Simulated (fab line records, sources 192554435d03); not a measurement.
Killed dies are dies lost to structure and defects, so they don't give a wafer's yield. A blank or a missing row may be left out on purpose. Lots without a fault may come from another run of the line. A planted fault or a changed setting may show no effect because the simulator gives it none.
fab line records | flow n5_finfet
record lots=24 wafers=72 last_day=17
route steps=1938 shown BEOL_M4@1061
lots that met no fault: from a run of the same line without faults
start_h: hours from the record's first day to the start of the lot's first wafer shown | wait_h: hours since the lot's step before | " the same as in the row above | L1.1+2: a row that stands for several wafers | - no value, or no start given | * or withheld: withheld | < > ~ a bound
route shown NAME@n: a module of which the file shows steps, and the number in the route of the first | usual: mean/standard deviation of fault-free wafers | same: alike in all rows | chamber/n: place in a boat | sites: the reading at each site | _std_site: their standard deviation | _edge_site: outer sites' mean less inner sites' | radius_mm: how far each site lies from the wafer's centre | mask NAME#n: copy n | behind: the tool/chamber that last shaped the wafer | hold: why the lot was held/for how many hours/how that ended | device: the transistor (n, p or np) that didn't switch | end of line: the same wafers' tests at the end of the route | a step without rows: its recipe alone | killed: dies lost to structure and defects at the first sort, not the wafer's yield | map: a wafer's dies, x killed, . not, _ none there
set.NAME: the setting as run; set.NAME@STEP: as run at that earlier step | model.NAME: the simulator's own value behind a step, which no gauge read
steps of the route over a sample of lots; a table a step, a row a wafer
services: from which hour (start_h, from the record's first day; less than 0 if before it) a tool's chamber was out of use, for how many hours, and why
## steps
# step N5_BEOL_M4_ETCH_69
# recipe chemistry=CF4 target=SiARC target_depth_a=156 mask_material=CAR-EUV time_s=26 ion_energy_ev=80 pressure_mtorr=40 source_w=545 bias_w=36 Ar_flow_sccm=100 cf4_flow_sccm=100 ends=cleared
# usual drypump_motor_current_A=5.9/0.36 etch_rf_on_time_s=25.9/0.41 oes_product_au=0.68/0.081 rf_vpp_V=184.3/1 showerhead_plenum_p_Torr=2.16/0.057 throttle_valve_pct=15.67/0.29
# columns lot.wafer tool chamber start_h wait_h drypump_motor_current_A etch_rf_on_time_s oes_product_au rf_hours_counter_h rf_vpp_V showerhead_plenum_p_Torr throttle_valve_pct
L074.4 rie_diel-03 3 149.34 0.0 5.5 26.4 0.62 170 184.5 2.13 15.93
L074.5 " 1 " " 5.4 25.6 0.65 - 183.5 2.05 15.20
L074.6 " 2 " " 5.8 25.8 0.77 - 185.0 2.26 15.27
L075.1 rie_diel-04 2 160.71 0.0 6.1 26.3 0.65 156 184.4 2.14 15.95
L075.3 " 0 " " 6.3 26.0 0.61 221 186.0 2.20 15.73
L075.6 " 0 " " 6.2 26.1 0.62 - 185.2 2.20 15.72
L077.1 rie_diel-05 1 170.39 0.0 5.5 26.3 0.61 183 185.0 2.21 15.71
L077.2 " 2 " " 5.5 25.5 0.73 49 187.0 2.17 15.48
L077.5 " 0 " " 5.7 25.2 0.75 - 185.3 2.27 15.28
L076.1 rie_diel-03 2 171.27 0.0 5.7 25.8 0.76 46 186.6 2.26 15.28
L076.3 " 0 " " 5.7 26.6 0.58 230 186.1 2.20 15.90
L076.5 " 2 " " 5.8 25.9 0.76 - 184.9 2.26 15.27
L078.1 rie_diel-04 1 187.75 0.0 6.4 26.2 0.58 247 184.5 2.20 15.99
L078.3 " 2 " " 6.1 26.6 0.64 165 183.8 2.13 15.98
L078.5 " 1 " " 6.5 25.9 0.58 - 183.8 2.20 15.98
L080.1 rie_diel-03 2 189.56 0.0 5.8 26.0 0.74 51 185.0 2.26 15.29
L080.4 " 3 " " 5.5 26.7 0.61 184 184.8 2.13 15.95
L080.6 " 3 " " 5.6 26.8 0.61 - 183.2 2.13 15.94
L079.2 rie_diel-05 1 192.42 0.0 5.5 26.5 0.60 190 184.9 2.21 15.72
L079.4 " 2 " " 5.5 26.1 0.71 56 183.8 2.17 15.46
L079.5 " 3 " " 5.8 25.5 0.72 - 182.6 2.09 15.48
L081.3 rie_diel-05 2 198.49 0.0 5.5 26.0 0.71 58 184.8 2.17 15.50
L081.4 " 3 " " 5.8 25.4 0.72 59 181.6 2.09 15.47
L081.5 " 3 " " 5.8 25.3 0.73 - 182.4 2.09 15.48
L082.2 rie_diel-03 2 206.06 0.0 5.8 25.9 0.74 57 186.4 2.26 15.31
L082.3 " 3 " " 5.5 26.4 0.61 188 183.4 2.13 15.96
L082.6 " 1 " " 5.5 25.6 0.63 - 183.8 2.05 15.23
L083.3 rie_diel-05 3 220.85 0.0 5.8 25.3 0.71 68 182.4 2.09 15.50
L083.4 " 3 " " 5.8 25.5 0.71 - 183.2 2.09 15.48
L083.5 " 2 " " 5.5 25.8 0.71 - 183.7 2.16 15.51
L084.4 rie_diel-04 1 223.12 0.0 6.5 25.5 0.83 4 185.3 2.20 15.51
L084.5 " 2 " " 6.0 26.4 0.63 - 184.2 2.13 16.02
L084.6 " 1 " " 6.5 25.3 0.84 - 184.7 2.20 15.52
L085.2 rie_diel-05 1 224.52 0.0 5.5 26.6 0.59 202 183.3 2.21 15.74
L085.4 " 3 " " 5.8 25.3 0.71 - 182.9 2.09 15.49
L085.5 " 2 " " 5.5 25.9 0.71 - 182.6 2.16 15.49
L086.1 rie_diel-04 3 227.00 0.0 6.2 25.5 0.63 195 183.2 2.13 15.98
L086.2 " 1 " " 6.5 25.3 0.85 6 184.4 2.20 15.50
L086.6 " 1 " " 6.5 25.4 0.83 - 185.4 2.20 15.51
L087.1 rie_diel-04 1 229.44 0.0 6.4 25.4 0.83 7 184.1 2.20 15.50
L087.2 " 2 " " 6.1 26.6 0.63 182 184.7 2.13 16.04
L087.3 " 3 " " 6.2 25.9 0.63 196 184.4 2.13 15.97
L088.1 rie_diel-03 1 237.74 0.0 5.4 25.5 0.63 187 181.7 2.04 15.27
L088.4 " 2 " " 5.8 25.7 0.73 - 184.7 2.25 15.32
L088.5 " 1 " " 5.4 25.5 0.64 - 183.4 2.04 15.27
L089.1 rie_diel-04 2 253.46 0.0 6.1 26.3 0.62 192 184.0 2.12 16.03
L089.3 " 3 " " 6.2 25.6 0.62 206 183.6 2.13 15.97
L089.6 " 1 " " 6.5 25.3 0.80 - 183.8 2.19 15.53
L090.3 rie_diel-04 2 255.32 0.0 6.1 26.4 0.62 193 183.8 2.12 16.04
L090.4 " 1 " " 6.4 25.6 0.79 - 183.5 2.19 15.54
L090.6 " 2 " " 6.0 26.3 0.62 - 183.0 2.12 16.03
L091.1 rie_diel-03 1 262.88 0.0 5.4 25.6 0.62 197 182.0 2.04 15.29
L091.2 " 2 " " 5.8 25.5 0.72 78 185.3 2.25 15.35
L091.6 " 0 " " 5.6 25.4 0.84 - 186.5 2.19 15.44
L092.1 rie_diel-04 0 273.57 0.0 6.3 25.3 0.86 3 183.8 2.19 15.31
L092.2 " 2 " " 6.1 26.6 0.61 200 185.3 2.12 16.05
L092.3 " 1 " " 6.4 25.5 0.78 24 184.9 2.19 15.56
L093.3 rie_diel-04 1 280.41 0.0 6.4 25.7 0.78 27 184.1 2.19 15.56
L093.4 " 0 " " 6.3 25.8 0.83 6 185.0 2.19 15.30
L093.6 " 1 " " 6.5 25.9 0.78 - 185.8 2.19 15.56
L095.1 rie_diel-04 3 283.97 0.0 6.2 25.7 0.62 217 183.5 2.12 16.00
L095.4 " 2 " " 6.1 26.3 0.61 203 183.5 2.12 16.06
L095.5 " 3 " " 6.2 25.6 0.62 - 185.0 2.12 16.02
L097.2 rie_diel-04 2 292.12 0.0 6.1 26.6 0.61 205 184.2 2.12 16.06
L097.3 " 3 " " 6.2 25.7 0.62 219 184.7 2.12 16.02
L097.6 " 0 " " 6.3 25.5 0.83 - 184.2 2.19 15.30
L094.1 rie_diel-05 3 294.39 0.0 5.8 25.8 0.67 97 183.0 2.08 15.55
L094.4 " 2 " " 5.5 26.2 0.68 94 184.4 2.15 15.55
L094.6 " 2 " " 5.5 26.0 0.68 - 183.9 2.15 15.56
L096.3 rie_diel-04 1 300.77 0.0 6.5 25.6 0.77 32 186.5 2.19 15.56
L096.4 " 0 " " 6.3 25.7 0.82 12 184.9 2.19 15.31
L096.6 " 2 " " 6.1 26.6 0.61 - 185.3 2.12 16.06
# step N5_BEOL_M4_VIA_ETCH_34
# recipe chemistry=C4F6/O2 target_depth_a=694 mask_material=SOC pressure_mtorr=15 ion_energy_ev=250 taper_deg=4 time_s=65.9 source_w=350 bias_w=170 Ar_flow_sccm=300 C4F6_flow_sccm=10 O2_flow_sccm=10
# usual C4F6_flow_sccm=10.00/0.03 drypump_motor_current_A=5.9/0.36 oes_ar_750_au=0.78/0.082 oes_product_au=0.78/0.086 rf_vpp_V=666/7.7 showerhead_plenum_p_Torr=2.86/0.08 throttle_valve_pct=30.77/0.25
# columns lot.wafer tool chamber start_h wait_h C4F6_flow_sccm drypump_motor_current_A oes_ar_750_au oes_product_au rf_hours_counter_h rf_vpp_V showerhead_plenum_p_Torr throttle_valve_pct
L074.4 rie_diel-04 1 150.26 0.0 10.00 6.4 0.69 0.68 236 663 2.92 30.91
L074.5 " 0 " " 10.05 6.3 0.71 0.71 - 674 2.92 30.70
L074.6 " 1 " " 9.99 6.4 0.69 0.69 - 659 2.92 30.93
L075.1 rie_diel-04 2 167.75 0.0 9.98 6.1 0.74 0.75 158 668 2.82 31.04
L075.3 " 0 " " 9.96 6.2 0.71 0.71 223 674 2.91 30.70
L075.6 " 1 " " 10.01 6.5 0.69 0.68 - 661 2.92 30.91
L077.1 rie_diel-05 1 173.60 0.0 10.03 5.5 0.71 0.71 184 679 2.93 30.74
L077.2 " 3 " " 10.04 5.8 0.85 0.85 51 654 2.78 30.73
L077.5 " 0 " " 9.97 5.7 0.86 0.88 - 663 3.02 30.53
L076.1 rie_diel-05 0 176.65 0.0 9.99 5.7 0.86 0.86 38 662 3.02 30.55
L076.3 " 1 " " 10.01 5.5 0.71 0.70 185 678 2.93 30.74
L076.5 " 0 " " 10.01 5.7 0.87 0.86 - 663 3.02 30.51
L078.1 rie_diel-04 0 191.65 0.0 10.01 6.3 0.70 0.71 231 675 2.91 30.71
L078.3 " 3 " " 10.02 6.3 0.76 0.74 182 664 2.83 30.99
L078.5 " 2 " " 10.04 6.1 0.74 0.74 - 667 2.82 31.04
L080.1 rie_diel-03 2 195.35 0.0 10.01 5.8 0.86 0.87 53 669 3.00 30.41
L080.4 " 1 " " 10.04 5.4 0.74 0.75 171 655 2.72 30.25
L080.6 " 2 " " 10.05 5.8 0.88 0.87 - 671 3.00 30.38
L079.2 rie_diel-03 0 195.74 0.0 10.01 5.7 0.69 0.67 238 676 2.91 30.98
L079.4 " 3 " " 10.06 5.5 0.72 0.72 185 663 2.82 31.03
L079.5 " 1 " " 10.01 5.4 0.75 0.74 - 656 2.72 30.26
L081.3 rie_diel-04 0 200.11 0.0 9.99 6.2 0.71 0.71 234 674 2.91 30.72
L081.4 " 3 " " 10.00 6.2 0.75 0.74 - 664 2.82 31.00
L081.5 " 2 " " 9.97 6.1 0.75 0.75 - 667 2.82 31.05
L082.2 rie_diel-03 1 217.81 0.0 10.02 5.4 0.74 0.74 179 654 2.72 30.29
L082.3 " 3 " " 9.99 5.6 0.72 0.71 192 664 2.82 31.03
L082.6 " 0 " " 9.99 5.7 0.68 0.67 - 676 2.91 31.01
L083.3 rie_diel-04 0 221.54 0.0 9.98 6.2 0.70 0.69 244 674 2.91 30.72
L083.4 " 2 " " 10.06 6.1 0.74 0.73 179 668 2.81 31.06
L083.5 " 2 " " 10.01 6.1 0.73 0.74 - 667 2.81 31.07
L084.4 rie_diel-04 3 224.09 0.0 10.00 6.3 0.74 0.74 195 663 2.82 31.01
L084.5 " 3 " " 10.00 6.3 0.74 0.74 - 663 2.82 31.01
L084.6 " 0 " " 9.99 6.3 0.69 0.70 - 675 2.91 30.71
L085.2 rie_diel-05 2 225.03 0.0 9.99 5.5 0.82 0.84 69 678 2.87 30.59
L085.4 " 2 " " 10.02 5.5 0.82 0.84 - 682 2.87 30.60
L085.5 " 1 " " 9.98 5.5 0.70 0.69 - 677 2.93 30.75
L086.1 rie_diel-03 3 228.14 0.0 9.93 5.6 0.72 0.71 196 664 2.82 31.02
L086.2 " 2 " " 10.01 5.8 0.85 0.86 64 670 2.99 30.41
L086.6 " 2 " " 9.98 5.7 0.85 0.86 - 669 3.00 30.41
L087.1 rie_diel-03 1 231.60 0.0 10.02 5.4 0.74 0.73 184 656 2.71 30.26
L087.2 " 3 " " 10.00 5.6 0.71 0.71 198 663 2.82 31.03
L087.3 " 2 " " 10.00 5.8 0.85 0.86 66 669 2.99 30.42
L088.1 rie_diel-05 0 251.39 0.0 9.97 5.6 0.83 0.83 61 663 3.01 30.56
L088.4 " 2 " " 10.03 5.5 0.81 0.83 77 680 2.86 30.62
L088.5 " 2 " " 10.04 5.5 0.81 0.81 - 680 2.86 30.62
L089.1 rie_diel-04 2 253.86 0.0 9.98 6.1 0.72 0.73 193 668 2.81 31.06
L089.3 " 3 " " 9.99 6.2 0.73 0.73 206 662 2.81 31.03
L089.6 " 3 " " 9.98 6.3 0.74 0.74 - 664 2.81 31.02
L090.3 rie_diel-04 1 256.98 0.0 9.99 6.5 0.93 0.93 19 662 2.91 30.77
L090.4 " 3 " " 9.98 6.2 0.73 0.72 - 663 2.81 31.01
L090.6 " 1 " " 10.03 6.5 0.93 0.92 - 661 2.91 30.76
L091.1 rie_diel-03 3 267.88 0.0 10.06 5.6 0.71 0.71 212 662 2.81 31.03
L091.2 " 1 " " 10.00 5.4 0.72 0.72 199 655 2.71 30.30
L091.6 " 2 " " 10.02 5.7 0.84 0.84 - 671 2.99 30.43
L092.1 rie_diel-05 3 278.60 0.0 9.97 5.8 0.80 0.80 92 654 2.76 30.77
L092.2 " 2 " " 10.04 5.5 0.80 0.80 90 680 2.86 30.64
L092.3 " 1 " " 9.99 5.5 0.68 0.68 224 677 2.91 30.75
L093.3 rie_diel-04 1 289.24 0.0 9.98 6.5 0.91 0.91 28 661 2.90 30.78
L093.4 " 3 " " 10.01 6.3 0.73 0.73 218 664 2.81 31.02
L093.6 " 0 " " 10.05 6.3 0.97 0.97 - 675 2.90 30.50
L095.1 rie_diel-05 0 289.24 0.0 10.08 5.6 0.82 0.82 71 663 3.01 30.57
L095.4 " 2 " " 10.00 5.5 0.79 0.80 92 679 2.86 30.63
L095.5 " 2 " " 10.02 5.5 0.79 0.81 - 680 2.86 30.63
L097.2 rie_diel-04 2 294.16 0.0 10.04 6.1 0.72 0.71 206 667 2.80 31.08
L097.3 " 0 " " 9.97 6.3 0.96 0.96 9 674 2.90 30.49
L097.6 " 1 " " 10.01 6.5 0.89 0.90 - 661 2.90 30.80
L094.1 rie_diel-04 2 298.69 0.0 10.02 6.1 0.71 0.71 207 667 2.80 31.09
L094.4 " 1 " " 9.99 6.5 0.89 0.90 31 660 2.90 30.80
L094.6 " 3 " " 9.98 6.3 0.72 0.71 - 665 2.81 31.06
L096.3 rie_diel-04 2 308.22 0.0 10.12 6.1 0.72 0.71 210 668 2.80 31.09
L096.4 " 3 " " 9.97 6.2 0.72 0.72 225 663 2.81 31.04
L096.6 " 0 " " 10.00 6.3 0.94 0.95 - 675 2.90 30.48
# step N5_BEOL_M4_STRIP_36
# recipe chemistry=N2/H2 power_w=450 temp_c=40 pressure_mtorr=20 rf_frequency_hz=6e+07 overash_fraction=0.3 bias_power_w=7 h2_frac=0.5 n2_flow_sccm=200 h2_flow_sccm=200
# usual drypump_motor_current_A=5.9/0.35 oes_product_au=0.78/0.086 rf_vpp_V=59.2/1.3 showerhead_plenum_p_Torr=2.56/0.073 throttle_valve_pct=23.7/0.35
# columns lot.wafer tool chamber start_h wait_h drypump_motor_current_A oes_product_au rf_hours_counter_h rf_vpp_V showerhead_plenum_p_Torr throttle_valve_pct
L074.4 rie_diel-04 1 150.32 0.0 6.4 0.69 236 60.0 2.61 23.7
L074.5 " 0 " " 6.3 0.71 - 59.8 2.62 23.8
L074.6 " 1 " " 6.3 0.68 - 57.9 2.61 23.7
L075.1 rie_diel-04 2 167.81 0.0 6.1 0.77 158 60.4 2.54 24.3
L075.3 " 0 " " 6.3 0.71 223 59.7 2.62 23.8
L075.6 " 1 " " 6.4 0.68 - 61.5 2.61 23.7
L077.1 rie_diel-05 1 173.66 0.0 5.5 0.71 184 57.9 2.64 23.8
L077.2 " 3 " " 5.8 0.85 51 60.8 2.46 23.4
L077.5 " 0 " " 5.7 0.86 - 58.9 2.69 23.2
L076.1 rie_diel-05 0 176.71 0.0 5.6 0.85 38 57.9 2.69 23.1
L076.3 " 1 " " 5.5 0.70 185 57.8 2.64 23.8
L076.5 " 0 " " 5.6 0.86 - 59.2 2.69 23.2
L078.1 rie_diel-04 0 191.71 0.0 6.2 0.71 231 59.1 2.62 23.8
L078.3 " 3 " " 6.2 0.75 182 58.3 2.53 23.9
L078.5 " 2 " " 6.1 0.75 - 58.2 2.54 24.4
L080.1 rie_diel-03 2 195.41 0.0 5.8 0.87 53 59.7 2.68 23.2
L080.4 " 1 " " 5.5 0.74 171 59.4 2.43 23.3
L080.6 " 2 " " 5.8 0.87 - 62.7 2.68 23.2
L079.2 rie_diel-03 0 195.80 0.0 5.7 0.66 238 58.4 2.61 23.9
L079.4 " 3 " " 5.5 0.72 185 57.0 2.52 23.9
L079.5 " 1 " " 5.5 0.73 - 57.1 2.43 23.2
L081.3 rie_diel-04 0 200.17 0.0 6.2 0.70 234 60.4 2.61 23.8
L081.4 " 3 " " 6.3 0.74 - 58.9 2.53 23.9
L081.5 " 2 " " 6.1 0.74 - 62.8 2.54 24.3
L082.2 rie_diel-03 1 217.87 0.0 5.4 0.73 179 59.8 2.42 23.3
L082.3 " 3 " " 5.5 0.73 192 59.6 2.52 23.9
L082.6 " 0 " " 5.7 0.65 - 60.4 2.60 23.9
L083.3 rie_diel-04 0 221.60 0.0 6.3 0.70 244 57.6 2.61 23.8
L083.4 " 2 " " 6.1 0.74 179 62.1 2.54 24.3
L083.5 " 2 " " 6.1 0.74 - 60.4 2.54 24.3
L084.4 rie_diel-04 3 224.15 0.0 6.2 0.73 195 58.6 2.52 23.9
L084.5 " 3 " " 6.2 0.73 - 58.7 2.52 23.9
L084.6 " 0 " " 6.3 0.70 - 58.8 2.61 23.8
L085.2 rie_diel-05 2 225.09 0.0 5.5 0.84 69 60.7 2.56 23.5
L085.4 " 2 " " 5.5 0.84 - 58.4 2.56 23.5
L085.5 " 1 " " 5.5 0.70 - 59.2 2.63 23.8
L086.1 rie_diel-03 3 228.20 0.0 5.6 0.71 196 57.8 2.52 23.9
L086.2 " 2 " " 5.8 0.86 64 59.6 2.68 23.2
L086.6 " 2 " " 5.8 0.85 - 58.4 2.68 23.2
L087.1 rie_diel-03 1 231.66 0.0 5.4 0.73 184 57.9 2.42 23.3
L087.2 " 3 " " 5.5 0.73 198 57.3 2.52 23.9
L087.3 " 2 " " 5.7 0.87 66 59.8 2.68 23.2
L088.1 rie_diel-05 0 251.45 0.0 5.7 0.83 61 59.8 2.68 23.2
L088.4 " 2 " " 5.5 0.83 77 59.7 2.56 23.6
L088.5 " 2 " " 5.5 0.83 - 57.9 2.56 23.5
L089.1 rie_diel-04 2 253.92 0.0 6.1 0.74 193 58.6 2.53 24.4
L089.3 " 3 " " 6.3 0.74 206 61.3 2.52 23.9
L089.6 " 3 " " 6.2 0.72 - 57.5 2.52 23.9
L090.3 rie_diel-04 1 257.04 0.0 6.5 0.93 19 62.1 2.60 23.5
L090.4 " 3 " " 6.3 0.72 - 60.1 2.52 23.9
L090.6 " 1 " " 6.4 0.91 - 58.7 2.60 23.5
L091.1 rie_diel-03 3 267.94 0.0 5.5 0.71 212 57.8 2.51 23.9
L091.2 " 1 " " 5.4 0.71 199 59.5 2.41 23.3
L091.6 " 2 " " 5.8 0.84 - 61.4 2.67 23.2
L092.1 rie_diel-05 3 278.66 0.0 5.8 0.80 92 61.6 2.44 23.4
L092.2 " 2 " " 5.5 0.81 90 57.5 2.56 23.6
L092.3 " 1 " " 5.5 0.66 224 61.3 2.62 23.9
L093.3 rie_diel-04 1 289.30 0.0 6.5 0.91 28 61.7 2.59 23.5
L093.4 " 3 " " 6.3 0.73 218 58.6 2.51 23.9
L093.6 " 0 " " 6.3 0.98 - 58.1 2.60 23.5
L095.1 rie_diel-05 0 289.30 0.0 5.7 0.82 71 59.9 2.67 23.2
L095.4 " 2 " " 5.5 0.81 92 57.2 2.55 23.6
L095.5 " 2 " " 5.5 0.81 - 59.7 2.55 23.5
L097.2 rie_diel-04 2 294.22 0.0 6.1 0.72 206 56.0 2.52 24.4
L097.3 " 0 " " 6.3 0.97 9 57.5 2.60 23.5
L097.6 " 1 " " 6.4 0.90 - 59.6 2.59 23.5
L094.1 rie_diel-04 2 298.75 0.0 6.1 0.72 207 60.2 2.52 24.4
L094.4 " 1 " " 6.4 0.90 31 59.8 2.59 23.5
L094.6 " 3 " " 6.3 0.72 - 58.8 2.51 23.9
L096.3 rie_diel-04 2 308.28 0.0 6.1 0.71 210 58.5 2.52 24.3
L096.4 " 3 " " 6.3 0.71 225 58.3 2.51 23.9
L096.6 " 0 " " 6.3 0.95 - 59.1 2.60 23.5
# step N5_BEOL_M4_SURFACE_TREAT_85
# recipe gas=Ar time_s=* ion_energy_ev=* ion_current_ma_cm2=0.5 pressure_mtorr=* ar_flow_sccm=30
# usual pressure_mtorr=* throttle_valve_pct=*
# columns lot.wafer tool chamber start_h wait_h pressure_mtorr throttle_valve_pct
L074.4 pvd_sputter-01 - 151.90 0.1 * *
L074.5 " - " " * *
L074.6 " - " " * *
L075.1 pvd_sputter-02 - 168.84 0.1 * *
L075.3 " - " " * *
L075.6 " - " " * *
L077.1 pvd_sputter-01 - 175.28 0.3 * *
L077.2 " - " " * *
L077.5 " - " " * *
L076.1 pvd_sputter-02 - 177.65 0.2 * *
L076.3 " - " " * *
L076.5 " - " " * *
L078.1 pvd_sputter-02 - 192.87 0.3 * *
L078.3 " - " " * *
L078.5 " - " " * *
L080.1 pvd_sputter-01 - 196.68 0.2 * *
L080.4 " - " " * *
L080.6 " - " " * *
L079.2 pvd_sputter-01 - 196.80 0.2 * *
L079.4 " - " " * *
L079.5 " - " " * *
L081.3 pvd_sputter-02 - 201.11 0.2 * *
L081.4 " - " " * *
L081.5 " - " " * *
L082.2 pvd_sputter-02 - 219.16 0.2 * *
L082.3 " - " " * *
L082.6 " - " " * *
L083.3 pvd_sputter-03 - 222.46 0.3 * *
L083.4 " - " " * *
L083.5 " - " " * *
L084.4 pvd_sputter-02 - 225.52 0.2 * *
L084.5 " - " " * *
L084.6 " - " " * *
L085.2 pvd_sputter-02 - 226.44 0.2 * *
L085.4 " - " " * *
L085.5 " - " " * *
L086.1 pvd_sputter-03 - 229.67 0.1 * *
L086.2 " - " " * *
L086.6 " - " " * *
L087.1 pvd_sputter-03 - 232.45 0.2 * *
L087.2 " - " " * *
L087.3 " - " " * *
L088.1 pvd_sputter-03 - 252.59 0.2 * *
L088.4 " - " " * *
L088.5 " - " " * *
L089.1 pvd_sputter-02 - 254.70 0.1 * *
L089.3 " - " " * *
L089.6 " - " " * *
L090.3 pvd_sputter-03 - 258.03 0.2 * *
L090.4 " - " " * *
L090.6 " - " " * *
L091.1 pvd_sputter-01 - 269.17 0.2 * *
L091.2 " - " " * *
L091.6 " - " " * *
L092.1 pvd_sputter-03 - 279.68 0.2 * *
L092.2 " - " " * *
L092.3 " - " " * *
L093.3 pvd_sputter-02 - 290.21 0.2 * *
L093.4 " - " " * *
L093.6 " - " " * *
L095.1 pvd_sputter-03 - 290.24 0.2 * *
L095.4 " - " " * *
L095.5 " - " " * *
L097.2 pvd_sputter-02 - 295.03 0.2 * *
L097.3 " - " " * *
L097.6 " - " " * *
L094.1 pvd_sputter-02 - 299.66 0.2 * *
L094.4 " - " " * *
L094.6 " - " " * *
L096.3 pvd_sputter-02 - 309.62 0.2 * *
L096.4 " - " " * *
L096.6 " - " " * *
# step N5_BEOL_M4_SPUTTER_81
# recipe material=Cu target_thk_a=45 temp_c=-20 chamber_pressure_pa=0.07 power_w=withheld time_s=8.29
# usual throttle_valve_pct=30.2/0.94
# columns lot.wafer tool chamber start_h wait_h throttle_valve_pct
L074.4 pvd_sputter-02 - 152.56 0.1 29.3
L074.5 " - " " 29.0
L074.6 " - " " 29.1
L075.1 pvd_sputter-01 - 169.57 0.1 29.9
L075.3 " - " " 30.7
L075.6 " - " " 29.8
L077.1 pvd_sputter-03 - 176.03 0.1 29.7
L077.2 " - " " 29.3
L077.5 " - " " 30.1
L076.1 pvd_sputter-02 - 178.43 0.1 29.1
L076.3 " - " " 29.3
L076.5 " - " " 29.0
L078.1 pvd_sputter-03 - 194.99 0.1 31.6
L078.3 " - " " 30.2
L078.5 " - " " 29.3
L080.1 pvd_sputter-02 - 197.35 0.1 29.0
L080.4 " - " " 29.8
L080.6 " - " " 29.0
L079.2 pvd_sputter-01 - 197.48 0.1 30.6
L079.4 " - " " 29.9
L079.5 " - " " 31.9
L081.3 pvd_sputter-01 - 202.72 0.1 31.9
L081.4 " - " " 30.9
L081.5 " - " " 31.7
L082.2 pvd_sputter-03 - 219.86 0.1 32.0
L082.3 " - " " 30.2
L082.6 " - " " 29.0
L083.3 pvd_sputter-02 - 223.16 0.1 29.0
L083.4 " - " " 29.1
L083.5 " - " " 28.9
L084.4 pvd_sputter-03 - 226.19 0.1 29.9
L084.5 " - " " 29.2
L084.6 " - " " 29.5
L085.2 pvd_sputter-01 - 227.10 0.1 30.1
L085.4 " - " " 29.8
L085.5 " - " " 30.3
L086.1 pvd_sputter-01 - 230.36 0.1 30.5
L086.2 " - " " 31.9
L086.6 " - " " 30.7
L087.1 pvd_sputter-03 - 233.47 0.1 30.3
L087.2 " - " " 29.1
L087.3 " - " " 29.5
L088.1 pvd_sputter-01 - 253.28 0.1 32.0
L088.4 " - " " 30.5
L088.5 " - " " 29.9
L089.1 pvd_sputter-01 - 255.45 0.1 32.2
L089.3 " - " " 30.0
L089.6 " - " " 29.9
L090.3 pvd_sputter-02 - 258.80 0.1 29.7
L090.4 " - " " 29.4
L090.6 " - " " 29.4
L091.1 pvd_sputter-01 - 270.30 0.1 32.0
L091.2 " - " " 30.1
L091.6 " - " " 29.9
L092.1 pvd_sputter-03 - 280.60 0.1 29.2
L092.2 " - " " 30.0
L092.3 " - " " 31.8
L093.3 pvd_sputter-03 - 290.87 0.1 29.2
L093.4 " - " " 30.1
L093.6 " - " " 31.5
L095.1 pvd_sputter-01 - 291.03 0.1 30.3
L095.4 " - " " 32.1
L095.5 " - " " 30.0
L097.2 pvd_sputter-03 - 295.85 0.1 30.3
L097.3 " - " " 31.8
L097.6 " - " " 30.0
L094.1 pvd_sputter-01 - 300.33 0.1 29.8
L094.4 " - " " 31.9
L094.6 " - " " 30.0
L096.3 pvd_sputter-01 - 311.72 0.1 29.8
L096.4 " - " " 30.9
L096.6 " - " " 29.9
# step N5_BEOL_M4_ANNEAL_82
# recipe temp_c=400 time_s=240 ambient=vacuum
# usual heater_power_w=870/62
# columns lot.wafer tool chamber start_h wait_h heater_power_w
L074.4 pvd_sputter-02 - 152.64 0.0 791
L074.5 " - " " 866
L074.6 " - " " 909
L075.1 pvd_sputter-01 - 169.65 0.0 838
L075.3 " - " " 900
L075.6 " - " " 843
L077.1 pvd_sputter-03 - 176.11 0.0 780
L077.2 " - " " 861
L077.5 " - " " 789
L076.1 pvd_sputter-02 - 178.51 0.0 859
L076.3 " - " " 918
L076.5 " - " " 863
L078.1 pvd_sputter-03 - 195.07 0.0 929
L078.3 " - " " 790
L078.5 " - " " 860
L080.1 pvd_sputter-02 - 197.43 0.0 919
L080.4 " - " " 1083
L080.6 " - " " 928
L079.2 pvd_sputter-01 - 197.56 0.0 909
L079.4 " - " " 846
L079.5 " - " " 847
L081.3 pvd_sputter-01 - 202.80 0.0 870
L081.4 " - " " 911
L081.5 " - " " 856
L082.2 pvd_sputter-03 - 219.94 0.0 959
L082.3 " - " " 815
L082.6 " - " " 877
L083.3 pvd_sputter-02 - 223.24 0.0 852
L083.4 " - " " 781
L083.5 " - " " 859
L084.4 pvd_sputter-03 - 226.27 0.0 821
L084.5 " - " " 853
L084.6 " - " " 819
L085.2 pvd_sputter-01 - 227.18 0.0 850
L085.4 " - " " 823
L085.5 " - " " 845
L086.1 pvd_sputter-01 - 230.44 0.0 879
L086.2 " - " " 873
L086.6 " - " " 880
L087.1 pvd_sputter-03 - 233.55 0.0 817
L087.2 " - " " 864
L087.3 " - " " 805
L088.1 pvd_sputter-01 - 253.36 0.0 843
L088.4 " - " " 855
L088.5 " - " " 846
L089.1 pvd_sputter-01 - 255.53 0.0 873
L089.3 " - " " 832
L089.6 " - " " 870
L090.3 pvd_sputter-02 - 258.88 0.0 1065
L090.4 " - " " 787
L090.6 " - " " 777
L091.1 pvd_sputter-01 - 270.38 0.0 863
L091.2 " - " " 844
L091.6 " - " " 825
L092.1 pvd_sputter-03 - 280.68 0.0 867
L092.2 " - " " 796
L092.3 " - " " 955
L093.3 pvd_sputter-03 - 290.95 0.0 901
L093.4 " - " " 795
L093.6 " - " " 937
L095.1 pvd_sputter-01 - 291.11 0.0 838
L095.4 " - " " 854
L095.5 " - " " 851
L097.2 pvd_sputter-03 - 295.93 0.0 798
L097.3 " - " " 962
L097.6 " - " " 834
L094.1 pvd_sputter-01 - 300.41 0.0 842
L094.4 " - " " 873
L094.6 " - " " 831
L096.3 pvd_sputter-01 - 311.80 0.0 869
L096.4 " - " " 901
L096.6 " - " " 852
## services
# columns tool chamber start_h hours kind
pvd_sputter-03 - 131.77 0.5 repair
pvd_sputter-03 - 135.06 2.9 repair
rie_diel-04 1 198.07 - clean
rie_diel-04 1 198.07 - consumable_replace:focus_ring
rie_diel-04 1 198.07 16.8 scheduled_down
rie_diel-04 1 198.07 16.8 vent_cycle
rie_diel-05 0 219.57 8.4 repair
rie_diel-03 0 230.47 - clean
rie_diel-03 0 230.47 - consumable_replace:focus_ring
rie_diel-03 0 230.47 17.0 scheduled_down
rie_diel-03 0 230.47 17.0 vent_cycle
rie_diel-05 2 241.26 2.6 repair
rie_diel-04 0 242.74 - clean
rie_diel-04 0 242.74 - consumable_replace:focus_ring
rie_diel-04 0 242.74 14.2 scheduled_down
rie_diel-04 0 242.74 14.2 vent_cycle
rie_diel-05 0 255.58 11.1 repair
rie_diel-04 0 266.18 6.3 repair
rie_diel-05 - 299.94 2.8 pm
## key
fault none
